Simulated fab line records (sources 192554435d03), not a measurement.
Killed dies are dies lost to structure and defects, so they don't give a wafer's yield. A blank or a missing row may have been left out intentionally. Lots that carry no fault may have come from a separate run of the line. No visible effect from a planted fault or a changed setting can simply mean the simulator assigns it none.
fab line records	flow n5-finfet
record lots=6	wafers=18	last-day=20
route steps=1938 shown SD_EPI_N@274 SD_EPI_P@295 MOL_CONTACT_COAG@537
lots with no fault: from the same line, run without faults
start-h: hours from the record's opening day to when the first of the lot's shown wafers began	wait-h: hours elapsed since this lot's preceding step	" the same as in the row above	L1.1+2: one row covering several wafers at once	- no value present, or no start provided	* or withheld: withheld	< > ~ a bound
route shown NAME@n: a module of which the file shows steps, and the number in the route of the first	usual: mean/standard deviation of fault-free wafers	same: alike in all rows	chamber/n: place in a boat	sites: per-site readings	_std_site: the values' standard deviation	_edge_site: mean of outer sites minus mean of inner sites	radius-mm: for every site, how far away it sits from the centre of the wafer	mask NAME#n: copy n	behind: the last tool/chamber to shape the wafer	hold: cause of the lot's hold/its duration in hours/its outcome	device: the n, p or np transistor that did not switch	end of line: the route-end tests of the same wafers	a step without rows: its recipe alone	killed: count of dies lost to structure and defects at first sort (not the wafer's yield)	map: the dies of a wafer, with x for killed, . for not killed, _ for no die there
set.NAME: the run value of the setting; set.NAME@STEP: its run value at that earlier step	model.NAME: the simulator's own value behind a step, which no gauge read
a table for each step, a row for each wafer; lots at some steps of the route
services: the hour from which a tool's chamber was out of use, counted from the record's first day as start-h (under 0 if before that day), plus the number of hours and why
## steps
# step N5_SD_EPI_N_ETCH_34
# recipe chemistry=CF4	target=SiARC	target-depth-a=455	mask-material=CAR-ArF-block	time-s=75.8	ion-energy-ev=80	pressure-mtorr=40	source-w=545	bias-w=36	Ar_flow_sccm=100	cf4-flow-sccm=100	ends=cleared
# step N5_SD_EPI_N_ETCH_35
# recipe chemistry=N2/H2	target=SOC	overetch-a=1080	mask-material=SiARC	temp-c=40	ion-energy-ev=100	source-w=3000	bias-w=133	pressure-mtorr=20	time-s=486	n2-flow-sccm=200	h2-flow-sccm=200
# step N5_SD_EPI_N_STRIP_36
# recipe chemistry=N2/H2	temp-c=40	n2-flow-sccm=200	h2-flow-sccm=200	rf-frequency-hz=6e+07
# step N5_SD_EPI_N_ETCHBACK_44
# recipe chemistry=CH3F/O2	mode=anisotropic-etchback	target=SiNx	target-depth-a=145	stop-on=SiO2	over-etch-frac=0.3	ion-energy-ev=120	pressure-mtorr=30	source-w=395	bias-w=73	Ar_flow_sccm=150	CH3F_flow_sccm=30	O2_flow_sccm=20
# usual drypump-motor-current-A=5.6/0.43	mfc-ar-sccm=150.0/0.43	oes_f_703_au=0.77/0.058	oes-product-au=0.66/0.05	rf-vpp-V=299/7.9	showerhead-plenum-p-Torr=2.00/0.075	throttle-valve-pct=16.40/0.2
lot.wafer	tool	chamber	start-h	wait-h	drypump-motor-current-A	mfc-ar-sccm	oes_f_703_au	oes-product-au	rf-hours-counter-h	rf-vpp-V	showerhead-plenum-p-Torr	throttle-valve-pct
L142.2	rie-diel-01	0	72.19	0.0	6.3	149.9	0.74	0.61	197	292	2.08	16.55
L142.3	"	1	"	"	5.8	148.7	0.79	0.72	73	315	2.13	16.15
L142.6	"	2	"	"	5.1	149.9	0.77	0.63	-	292	2.00	16.51
L143.2	rie-diel-04	1	73.53	0.0	6.2	150.2	0.77	0.65	144	293	1.93	16.57
L143.4	"	0	"	"	5.8	149.6	0.76	0.68	-	314	2.01	15.91
L143.5	"	1	"	"	6.2	150.6	0.78	0.66	-	293	1.93	16.59
L148.1	rie-diel-04	0	107.36	0.0	5.8	149.8	0.75	0.68	110	313	2.01	15.95
L148.3	"	3	"	"	5.5	149.8	0.85	0.68	125	287	1.92	16.29
L148.4	"	1	"	"	6.1	149.6	0.76	0.64	156	293	1.93	16.60
L158.1	rie-diel-01	0	163.26	0.0	6.3	150.1	0.71	0.59	228	294	2.07	16.63
L158.2	"	3	"	"	5.0	149.5	0.78	0.67	130	302	1.92	16.37
L158.5	"	0	"	"	6.3	151.0	0.71	0.59	-	293	2.07	16.60
L159.1	rie-diel-04	3	169.41	0.0	5.5	150.4	0.83	0.66	142	287	1.92	16.32
L159.2	"	0	"	"	5.9	149.9	0.73	0.67	126	312	2.00	15.97
L159.3	"	2	"	"	5.6	150.0	0.91	0.76	27	298	2.06	16.54
L162.2	rie-diel-04	0	190.83	0.0	5.8	150.4	0.74	0.66	132	314	2.00	15.98
L162.3	"	2	"	"	5.6	149.9	0.91	0.75	33	298	2.06	16.55
L162.5	"	2	"	"	5.6	149.9	0.90	0.76	-	299	2.06	16.56
# step N5_SD_EPI_N_ETCH_45
# recipe chemistry=CH3F/O2	target=SiOCN	target-depth-a=60	mask-material=SOC	ion-energy-ev=60	bias-w=29	pressure-mtorr=15	source-w=410	Ar_flow_sccm=150	CH3F_flow_sccm=30	O2_flow_sccm=20
# step N5_SD_EPI_N_ETCH_16
# recipe chemistry=CHF3/O2	target=SiO2	target-depth-a=50	mask-material=SOC	pressure-mtorr=30	source-w=650	bias-w=170	Ar_flow_sccm=200	CHF3_flow_sccm=50	O2_flow_sccm=5	ion-energy-ev=200
# step N5_SD_EPI_N_STRIP_47
# recipe chemistry=CHF3/O2	resist=SiARC	rf-frequency-hz=6e+07
# step N5_SD_EPI_N_SD_RECESS_17
# recipe chemistry=HBr/Cl2/O2	target-depth-a=410	mask-material=SOC	time-s=23.7	bt-time-s=3	pressure-mtorr=10	icp-w=800	bias-w=112	HBr_flow_sccm=150	Cl2_flow_sccm=80	O2_flow_sccm=12
# step N5_SD_EPI_N_STRIP_38
# recipe chemistry=N2/H2	power-w=1000	temp-c=250	h2-frac=0.65	overash-fraction=0.3	pressure-mtorr=withheld	n2-flow-sccm=1750	h2-flow-sccm=3250
# usual drypump-motor-current-A=6.06/0.19	heater-power-w=322/22	oes-product-au=0.760/0.0094
lot.wafer	tool	chamber	start-h	wait-h	drypump-motor-current-A	heater-power-w	oes-product-au	rf-hours-counter-h
L142.2	plasma-asher-01	0	72.56	0.1	6.08	299	0.761	35
L142.3	"	1	"	"	6.24	324	0.763	-
L142.6	"	1	"	"	6.27	330	0.769	-
L143.2	plasma-asher-01	0	73.90	0.1	6.06	285	0.746	36
L143.4	"	1	"	"	6.27	329	0.764	-
L143.5	"	0	"	"	6.09	290	0.775	-
L148.1	plasma-asher-02	0	107.73	0.1	6.17	312	0.748	93
L148.3	"	0	"	"	6.16	313	0.759	-
L148.4	"	1	"	"	5.77	350	0.775	-
L158.1	plasma-asher-01	1	163.62	0.1	6.26	333	0.784	55
L158.2	"	0	"	"	6.08	299	0.754	55
L158.5	"	0	"	"	6.11	281	0.749	-
L159.1	plasma-asher-02	0	169.77	0.1	6.20	310	0.768	103
L159.2	"	1	"	"	5.75	342	0.756	103
L159.3	"	1	"	"	5.73	342	0.756	-
L162.2	plasma-asher-01	1	191.19	0.1	6.25	320	0.744	60
L162.3	"	0	"	"	6.11	287	0.746	-
L162.5	"	0	"	"	6.09	296	0.771	-
# step N5_SD_EPI_N_WET_ETCH_43
# recipe chemistry=dHF	dilution=withheld	time-s=14	target=SiO2	target-depth-a=15	temp-c=25
# step N5_SD_EPI_N_STRIP_18
# recipe chemistry=SPM	time-s=750	temp-c=130	h2so4-h2o2-vol-ratio=4
# step N5_SD_EPI_N_SRD_20
# recipe dry=ipa-marangoni	do-ppb=5	time-s=30	temp-c=23	rinse-liquid=diw
# step N5_SD_EPI_N_PRECLEAN_48
# recipe chemistry=NF3:NH3	afs-cycles=2	temp-c=30	time-s=20	sublimation-temp-c=180	sublimation-time-s=60	pressure-torr=3	rf-power-w=30
lot.wafer	tool	chamber	start-h	wait-h
L142.2+3+6	epi-rpcvd-03	0	72.99	0.1
L143.2+4+5	epi-rpcvd-01	0	74.31	0.1
L148.1+3+4	epi-rpcvd-02	0	108.10	0.0
L158.1+2+5	epi-rpcvd-02	0	163.97	0.0
L159.1+2+3	epi-rpcvd-02	0	170.13	0.0
L162.2+3+5	epi-rpcvd-01	0	191.62	0.1
# step N5_SD_EPI_N_VAPOR_ETCH_50
# recipe chemistry=HCl	target=Si	temp-c=775	time-s=54	pressure-torr=20	mode=isotropic
# step N5_SD_EPI_N_EPI_21
# recipe material=Si:P	dopant=P	temp-c=680	pressure-torr=255	time-s=690
lot.wafer	tool	chamber	start-h	wait-h	model.Si-P_of_SD_EPI_N_EPI_21.thk-nm
L142.2	epi-rpcvd-03	0	73.75	0.4	57.6
L142.3+6	"	0	"	"	57.8
L143.2	epi-rpcvd-01	0	75.07	0.4	60.4
L143.4	"	0	"	"	60.6
L143.5	"	0	"	"	60
L148.1	epi-rpcvd-02	0	108.64	0.1	59.8
L148.3	"	0	"	"	59
L148.4	"	0	"	"	59.2
L158.1+5	epi-rpcvd-02	0	164.51	0.1	41.4
L158.2	"	0	"	"	58.8
L159.1	epi-rpcvd-02	0	170.67	0.1	42
L159.2	"	0	"	"	58.8
L159.3	"	0	"	"	40.8
L162.2	epi-rpcvd-01	0	192.64	0.5	58.2
L162.3	"	0	"	"	58.6
L162.5	"	0	"	"	59.2
# step N5_SD_EPI_N_EPI_MEAS_23
# recipe mode=xrd
# usual thk-nm=59.1/1.2
lot.wafer	tool	chamber	start-h	wait-h	thk-nm
L142.2	film-metro-02	-	75.20	1.2	58.4
L142.3	"	-	"	"	57.9
L142.6	"	-	"	"	58.3
L143.2	film-metro-01	-	76.51	1.2	60.1
L143.4	"	-	"	"	61.5
L143.5	"	-	"	"	61.3
L148.1	film-metro-02	-	110.36	1.4	59.0
L148.3	"	-	"	"	59.7
L148.4	"	-	"	"	59.5
L158.1	film-metro-02	-	166.25	1.5	40.0
L158.2	"	-	"	"	60.1
L158.5	"	-	"	"	41.3
L159.1	film-metro-01	-	172.38	1.4	43.8
L159.2	"	-	"	"	57.8
L159.3	"	-	"	"	41.1
L162.2	film-metro-02	-	194.54	1.5	59.2
L162.3	"	-	"	"	59.3
L162.5	"	-	"	"	58.8
# step N5_SD_EPI_N_PRECLEAN_24
# recipe chemistry=O3/DIW	time-s=60	temp-c=22	o3-ppm=10
# step N5_SD_EPI_N_SRD_25
# recipe time-s=30	temp-c=23	rinse-liquid=diw	dry=ipa-marangoni
# step N5_SD_EPI_N_PRECLEAN_49
# recipe chemistry=NF3:NH3	afs-cycles=1	temp-c=30	time-s=20	sublimation-temp-c=180	sublimation-time-s=60	pressure-torr=3	rf-power-w=30
# step N5_SD_EPI_N_LINER_46
# recipe material=SiNx	target-thk-a=30	temp-c=400	ald-precursor-family=SiH2I2	ald-co-reactant=N2/H2-plasma	pressure-torr=2
# usual heater-power-w=878/100
lot.wafer	tool	chamber	start-h	wait-h	heater-power-w
L142.2	ald-sin-03	0	76.05	0.7	774
L142.3	"	1	"	"	796
L142.6	"	0	"	"	773
L143.2	ald-sin-04	2	76.81	0.1	852
L143.4	"	1	"	"	1097
L143.5	"	3	"	"	1035
L148.1	ald-sin-03	3	110.66	0.2	915
L148.3	"	2	"	"	936
L148.4	"	1	"	"	818
L158.1	ald-sin-03	2	166.56	0.2	923
L158.2	"	1	"	"	799
L158.5	"	1	"	"	833
L159.1	ald-sin-04	2	172.70	0.2	824
L159.2	"	0	"	"	912
L159.3	"	3	"	"	1031
L162.2	ald-sin-04	3	194.84	0.1	1025
L162.3	"	0	"	"	919
L162.5	"	0	"	"	935
# step N5_SD_EPI_N_INSPECT_26
# recipe inspect-instrument=darkfield	mode=post-epi
# usual raw-defect-count=221/38
lot.wafer	tool	chamber	start-h	wait-h	raw-defect-count
L142.2	defect-inspect-02	-	76.30	0.1	184
L142.3	"	-	"	"	224
L142.6	"	-	"	"	265
L143.2	defect-inspect-01	-	77.06	0.1	241
L143.4	"	-	"	"	248
L143.5	"	-	"	"	225
L148.1	defect-inspect-01	-	110.91	0.1	192
L148.3	"	-	"	"	212
L148.4	"	-	"	"	203
L158.1	defect-inspect-02	-	166.80	0.1	261
L158.2	"	-	"	"	247
L158.5	"	-	"	"	254
L159.1	defect-inspect-02	-	172.95	0.1	285
L159.2	"	-	"	"	224
L159.3	"	-	"	"	251
L162.2	defect-inspect-02	-	195.09	0.1	328
L162.3	"	-	"	"	245
L162.5	"	-	"	"	211
# step N5_SD_EPI_P_COAT_34
# recipe resist=SOC	temp-c=250	time-s=60	spin-rpm=1500	resist-thk-nm=350
# step N5_SD_EPI_P_COAT_35
# recipe resist=SiARC	temp-c=220	time-s=60	spin-rpm=1500	resist-thk-nm=35
# step N5_SD_EPI_P_COAT_03
# recipe resist=CAR-ArF-block	spin-rpm=1500	resist-thk-nm=150
# step N5_SD_EPI_P_EBR_05
# recipe solvent=PGMEA	ebr-width-mm=1.5
# step N5_SD_EPI_P_SOFTBAKE_04
# recipe temp-c=110	time-s=60	resist=CAR-ArF-block
# step N5_SD_EPI_P_EXPOSE_06
# recipe mask-id=SD_P_BLK	na=1.35	source-shape=conventional	sigma-outer=0.8	polarization=unpolarized	target-cd-nm=240	dose-mj=39.5
# step N5_SD_EPI_P_PEB_07
# recipe peb-temp-c=110	peb-time-s=60	resist=CAR-ArF-block
# step N5_SD_EPI_P_DEVELOP_08
# recipe develop-time-s=30	developer=TMAH	resist=CAR-ArF-block	dev-temp-c=23	rinse-liquid=diw	dry=air-spin
# step N5_SD_EPI_P_CD_MEAS_09
# recipe target-cd-nm=240	landing-energy-ev=500	detector=se-inlens
# usual cd-nm=240.0/0.9
lot.wafer	tool	chamber	start-h	wait-h	cd-nm
L142.2	cd-sem-02	0	76.58	-	240.7
L142.3	"	0	"	"	239.9
L142.6	"	0	"	"	239.9
L143.2	cd-sem-02	0	77.46	-	239.4
L143.4	"	0	"	"	239.8
L143.5	"	0	"	"	239.8
L148.1	cd-sem-01	0	111.31	-	239.8
L148.3	"	0	"	"	239.6
L148.4	"	0	"	"	240.1
L158.1	cd-sem-02	0	167.20	-	239.6
L158.2	"	0	"	"	240.8
L158.5	"	0	"	"	240.0
L159.1	cd-sem-01	0	173.23	-	240.6
L159.2	"	0	"	"	238.9
L159.3	"	0	"	"	239.5
L162.2	cd-sem-03	0	195.39	-	239.2
L162.3	"	0	"	"	239.2
L162.5	"	0	"	"	239.9
# step N5_SD_EPI_P_OVL_MEAS_10
# recipe points-per-wafer=44
# usual SD_P_BLK_OVL=-0.4/0.96
lot.wafer	tool	chamber	start-h	wait-h	SD_P_BLK_OVL[nm]
L142.2	overlay-02	0	76.61	0.0	1.1
L142.3	"	0	"	"	-0.4
L142.6	"	0	"	"	0.5
L143.2	overlay-01	0	77.49	0.0	-0.1
L143.4	"	0	"	"	0.7
L143.5	"	0	"	"	0.9
L148.1	overlay-01	0	111.35	0.0	-1.5
L148.3	"	0	"	"	-1.3
L148.4	"	0	"	"	-0.9
L158.1	overlay-02	0	167.23	0.0	0.4
L158.2	"	0	"	"	-0.1
L158.5	"	0	"	"	0.2
L159.1	overlay-02	0	173.26	0.0	1.4
L159.2	"	0	"	"	1.0
L159.3	"	0	"	"	0.2
L162.2	overlay-01	0	195.42	0.0	0.2
L162.3	"	0	"	"	-0.6
L162.5	"	0	"	"	-0.5
# step N5_SD_EPI_P_INSPECT_11
# recipe mode=adi	inspect-instrument=macro
# usual raw-defect-count=2.3/1.5
lot.wafer	tool	chamber	start-h	wait-h	raw-defect-count
L142.2	defect-inspect-01	-	76.63	0.0	3
L142.3	"	-	"	"	2
L142.6	"	-	"	"	0
L143.2	defect-inspect-02	-	77.51	0.0	2
L143.4	"	-	"	"	3
L143.5	"	-	"	"	2
L148.1	defect-inspect-02	-	111.37	0.0	1
L148.3	"	-	"	"	3
L148.4	"	-	"	"	1
L158.1	defect-inspect-02	-	167.26	0.0	3
L158.2	"	-	"	"	1
L158.5	"	-	"	"	5
L159.1	defect-inspect-02	-	173.28	0.0	1
L159.2	"	-	"	"	4
L159.3	"	-	"	"	1
L162.2	defect-inspect-02	-	195.44	0.0	1
L162.3	"	-	"	"	7
L162.5	"	-	"	"	0
# step N5_SD_EPI_P_DESCUM_14
# recipe chemistry=O2	time-s=7.9	source-power-w=50	bias-power-w=20	pressure-mtorr=20	rf-frequency-hz=2.712e+07	temp-c=40	resist=CAR-ArF-block	o2-flow-sccm=225
# usual drypump-motor-current-A=5.6/0.39	oes-product-au=0.80/0.079	rf-vpp-V=243.2/1.4	showerhead-plenum-p-Torr=2.10/0.081	throttle-valve-pct=20.46/0.2
lot.wafer	tool	chamber	start-h	wait-h	drypump-motor-current-A	oes-product-au	rf-hours-counter-h	rf-vpp-V	showerhead-plenum-p-Torr	throttle-valve-pct
L142.2	rie-diel-02	2	76.95	0.3	5.5	0.76	148	242.5	2.11	20.43
L142.3	"	0	"	"	5.5	0.84	74	242.1	2.03	20.23
L142.6	"	0	"	"	5.5	0.84	-	243.2	2.03	20.25
L143.2	rie-diel-03	2	77.55	0.0	5.4	0.70	187	244.4	2.20	20.74
L143.4	"	1	"	"	6.5	0.78	127	244.5	2.13	20.62
L143.5	"	3	"	"	4.9	0.76	-	244.6	2.18	20.69
L148.1	rie-diel-03	2	111.80	0.4	5.4	0.69	197	243.7	2.19	20.75
L148.3	"	3	"	"	4.9	0.76	157	243.1	2.17	20.70
L148.4	"	1	"	"	6.5	0.79	137	243.2	2.13	20.63
L158.1	rie-diel-02	0	167.33	0.1	5.5	0.81	96	243.7	2.03	20.26
L158.2	"	1	"	"	5.4	0.86	60	245.4	2.21	20.15
L158.5	"	0	"	"	5.5	0.81	-	241.7	2.03	20.28
L159.1	rie-diel-02	0	173.31	0.0	5.5	0.81	97	241.5	2.03	20.28
L159.2	"	1	"	"	5.4	0.86	61	244.5	2.21	20.12
L159.3	"	3	"	"	5.7	0.74	195	242.8	1.96	20.36
L162.2	rie-diel-03	3	195.47	0.0	4.9	0.74	179	246.8	2.17	20.75
L162.3	"	0	"	"	6.0	0.87	37	241.9	2.14	20.38
L162.5	"	1	"	"	6.5	0.77	-	242.7	2.12	20.67
# step N5_SD_EPI_P_ETCH_36
# recipe chemistry=CF4	target=SiARC	target-depth-a=455	mask-material=CAR-ArF-block	time-s=75.8	ion-energy-ev=80	pressure-mtorr=40	source-w=545	bias-w=36	Ar_flow_sccm=100	cf4-flow-sccm=100	ends=cleared
# step N5_SD_EPI_P_ETCH_37
# recipe chemistry=N2/H2	target=SOC	overetch-a=1080	mask-material=SiARC	temp-c=40	ion-energy-ev=100	source-w=3000	bias-w=133	pressure-mtorr=20	time-s=486	n2-flow-sccm=200	h2-flow-sccm=200	ends=end-point
# step N5_SD_EPI_P_STRIP_38
# recipe chemistry=N2/H2	temp-c=40	n2-flow-sccm=200	h2-flow-sccm=200	rf-frequency-hz=6e+07
# step N5_SD_EPI_P_ETCHBACK_46
# recipe chemistry=CH3F/O2	mode=anisotropic-etchback	target=SiNx	target-depth-a=175	stop-on=SiO2	over-etch-frac=0.3	ion-energy-ev=120	pressure-mtorr=30	source-w=395	bias-w=73	Ar_flow_sccm=150	CH3F_flow_sccm=30	O2_flow_sccm=20
# step N5_SD_EPI_P_ETCH_47
# recipe chemistry=CH3F/O2	target=SiOCN	target-depth-a=250	mask-material=SOC	ion-energy-ev=60	bias-w=29	pressure-mtorr=30	source-w=410	Ar_flow_sccm=150	CH3F_flow_sccm=30	O2_flow_sccm=20
# step N5_SD_EPI_P_ETCH_16
# recipe chemistry=CHF3/O2	target=SiO2	target-depth-a=50	mask-material=SOC	pressure-mtorr=30	source-w=650	bias-w=170	Ar_flow_sccm=200	CHF3_flow_sccm=50	O2_flow_sccm=5	ion-energy-ev=200
# usual drypump-motor-current-A=5.6/0.39	mfc-ar-sccm=200.0/0.66	oes_f_703_au=0.80/0.067	oes-product-au=0.80/0.074	rf-vpp-V=523/12	showerhead-plenum-p-Torr=2.42/0.088	throttle-valve-pct=18.89/0.18
lot.wafer	tool	chamber	start-h	wait-h	drypump-motor-current-A	mfc-ar-sccm	oes_f_703_au	oes-product-au	rf-hours-counter-h	rf-vpp-V	showerhead-plenum-p-Torr	throttle-valve-pct
L142.2	rie-diel-02	2	77.57	0.1	5.5	199.7	0.83	0.79	148	506	2.41	18.86
L142.3	"	0	"	"	5.5	199.2	0.83	0.84	75	507	2.34	18.66
L142.6	"	0	"	"	5.5	199.2	0.82	0.84	-	509	2.34	18.67
L143.2	rie-diel-03	2	78.16	0.1	5.4	200.7	0.74	0.72	188	527	2.50	19.02
L143.4	"	1	"	"	6.5	200.2	0.80	0.79	128	530	2.42	18.87
L143.5	"	3	"	"	4.9	199.5	0.79	0.77	-	526	2.51	19.17
L148.1	rie-diel-03	2	112.42	0.1	5.4	200.1	0.73	0.71	198	527	2.49	19.04
L148.3	"	3	"	"	4.9	199.6	0.78	0.77	158	525	2.51	19.21
L148.4	"	1	"	"	6.5	200.4	0.79	0.79	137	530	2.42	18.89
L158.1	rie-diel-02	0	167.94	0.1	5.5	200.0	0.80	0.80	96	508	2.33	18.69
L158.2	"	1	"	"	5.4	199.2	0.87	0.87	60	534	2.55	18.67
L158.5	"	0	"	"	5.5	199.2	0.80	0.80	-	509	2.33	18.70
L159.1	rie-diel-02	0	173.93	0.1	5.5	199.7	0.81	0.80	98	509	2.33	18.71
L159.2	"	1	"	"	5.4	200.7	0.87	0.87	62	532	2.54	18.67
L159.3	"	3	"	"	5.6	199.7	0.70	0.73	195	515	2.28	18.97
L162.2	rie-diel-03	3	196.09	0.1	4.9	199.4	0.76	0.75	179	526	2.50	19.23
L162.3	"	0	"	"	6.0	201.3	0.84	0.87	37	539	2.45	18.76
L162.5	"	1	"	"	6.5	200.6	0.78	0.78	-	531	2.41	18.92
# step N5_SD_EPI_P_STRIP_50
# recipe chemistry=CHF3/O2	resist=SiARC	rf-frequency-hz=6e+07
# step N5_SD_EPI_P_SD_RECESS_17
# recipe chemistry=HBr/Cl2/O2	target-depth-a=391	bt-time-s=3	pressure-mtorr=10	icp-w=800	bias-w=112	HBr_flow_sccm=150	Cl2_flow_sccm=80	O2_flow_sccm=12
# step N5_SD_EPI_P_WET_ETCH_45
# recipe chemistry=dHF	dilution=withheld	time-s=10.7	target=SiO2	target-depth-a=20	temp-c=25	dry=ipa-marangoni	rinse-time-s=30	rinse-temp-c=23
# step N5_MOL_CONTACT_COAG_ETCH_15
# recipe chemistry=CH3F/O2	target=SiNx	target-depth-a=70	mask-material=SOC	stop-on=Si:P	over-etch-frac=0.75	ion-energy-ev=120	pressure-mtorr=30	source-w=395	bias-w=73	Ar_flow_sccm=150	CH3F_flow_sccm=30	O2_flow_sccm=20
# usual drypump-motor-current-A=5.6/0.4	mfc-ar-sccm=150.0/0.43	oes_f_703_au=0.76/0.058	oes-product-au=0.56/0.042	rf-vpp-V=298/7.7	showerhead-plenum-p-Torr=1.99/0.074	throttle-valve-pct=16.40/0.2
lot.wafer	tool	chamber	start-h	wait-h	drypump-motor-current-A	mfc-ar-sccm	oes_f_703_au	oes-product-au	rf-hours-counter-h	rf-vpp-V	showerhead-plenum-p-Torr	throttle-valve-pct	model.Si-P_of_SD_EPI_N_EPI_21.thk-nm
L142.2	rie-diel-04	2	110.45	0.0	5.6	149.8	0.96	0.69	10	299	2.07	16.51	56.8
L142.3	"	3	"	"	5.5	151.0	0.85	0.58	125	289	1.92	16.28	57
L142.6	"	0	"	"	5.8	150.9	0.75	0.58	-	313	2.01	15.93	57
L143.2	rie-diel-04	3	110.99	0.0	5.5	150.1	0.84	0.57	125	286	1.92	16.29	59.4
L143.4	"	2	"	"	5.6	150.8	0.95	0.68	10	299	2.07	16.52	59.6
L143.5	"	1	"	"	6.1	150.0	0.76	0.55	-	293	1.93	16.60	59.2
L148.1	rie-diel-05	1	146.28	0.0	6.2	150.7	0.80	0.58	122	300	2.00	16.56	59
L148.3	"	2	"	"	5.3	151.3	0.71	0.53	206	300	2.08	16.53	58.2
L148.4	"	3	"	"	5.4	149.5	0.71	0.51	219	294	1.92	16.39	58.4
L158.1	rie-diel-05	2	200.23	0.0	5.3	150.5	0.69	0.51	226	301	2.08	16.56	40.8
L158.2	"	3	"	"	5.5	150.1	0.69	0.50	238	293	1.91	16.40	58
L158.5	"	3	"	"	5.4	149.9	0.69	0.50	-	293	1.91	16.41	40.8
L159.1	rie-diel-04	3	207.51	0.0	5.5	151.2	0.82	0.56	154	287	1.91	16.34	41.4
L159.2	"	0	"	"	5.8	150.1	0.73	0.56	138	312	2.00	15.97	58
L159.3	"	2	"	"	5.6	149.3	0.89	0.64	37	297	2.06	16.56	40.2
L162.2	rie-diel-04	1	229.75	0.0	6.1	149.7	0.74	0.53	191	291	1.92	16.65	57.4
L162.3	"	2	"	"	5.6	149.9	0.88	0.63	43	297	2.06	16.59	57.8
L162.5	"	0	"	"	5.8	149.2	0.72	0.57	-	313	2.00	15.98	58.4
## services
tool	chamber	start-h	hours	kind
ald-sin-03	-	49.82	1.2	repair
ald-sin-04	3	59.00	11.1	repair
rie-diel-04	2	60.97	-	clean
rie-diel-04	2	60.97	-	consumable-replace:focus-ring
ald-sin-03	3	72.07	1.9	repair
epi-rpcvd-02	-	74.25	6.0	pm
ald-sin-04	-	85.32	14.0	pm
plasma-asher-02	-	102.12	0.7	repair
ald-sin-04	2	102.73	16.2	repair
rie-diel-02	2	105.66	4.1	repair
rie-diel-02	0	109.46	16.2	repair
rie-diel-02	3	114.40	6.5	repair
rie-diel-03	1	114.46	10.7	repair
rie-diel-03	3	139.89	3.5	repair
plasma-asher-01	-	149.75	0.5	repair
plasma-asher-02	-	158.29	5.8	repair
rie-diel-02	2	162.48	6.6	repair
rie-diel-01	2	171.91	16.9	repair
rie-diel-04	2	196.85	3.7	repair
epi-rpcvd-03	-	198.98	2.8	pm
rie-diel-03	3	200.07	23.7	repair
rie-diel-03	2	220.43	3.6	repair
epi-rpcvd-01	-	222.77	1.2	repair
plasma-asher-01	-	224.38	7.8	pm
## key
first-sign step=N5_SD_EPI_N_EPI_MEAS_23	reading=thk-nm	direction=down	sigmas=14	usual=*	struck=*
effect none on later readings
model-effect step=N5_SD_EPI_N_EPI_21	value=Si-P_of_SD_EPI_N_EPI_21.thk-nm	without=58.35	struck=41.4
model-effect step=N5_MOL_CONTACT_COAG_ETCH_15	value=Si-P_of_SD_EPI_N_EPI_21.thk-nm	without=57.47	struck=40.8
met-at N5_SD_EPI_N_PRECLEAN_48
struck-wafers L158.1,L158.5,L159.1,L159.3
sort-left-out L158.1,L158.5,L159.1,L159.3
tester-left-out L158,L159
onset-between 108.10 163.97
fault kind=process-parameter-drift	tool=epi-rpcvd-02	chamber=-	onset-h=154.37	steps=N5_SD_EPI_N_PRECLEAN_48	channel=time-s	offset=*	shape=step	end-h=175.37	scope=struck-wafers-only	acts-in=*	stated=*
# tester-left-out: of these lots the tester's yield and bins aren't shown, on N5 and GAA mostly nor the transistor test; their killed dies are dies lost to structure and defects alone, not to doping, threshold or leakage, so they don't give the yield
# sort-left-out: the simulated sort isn't trusted on such a fault, so these wafers' sort isn't shown, and their yield isn't known
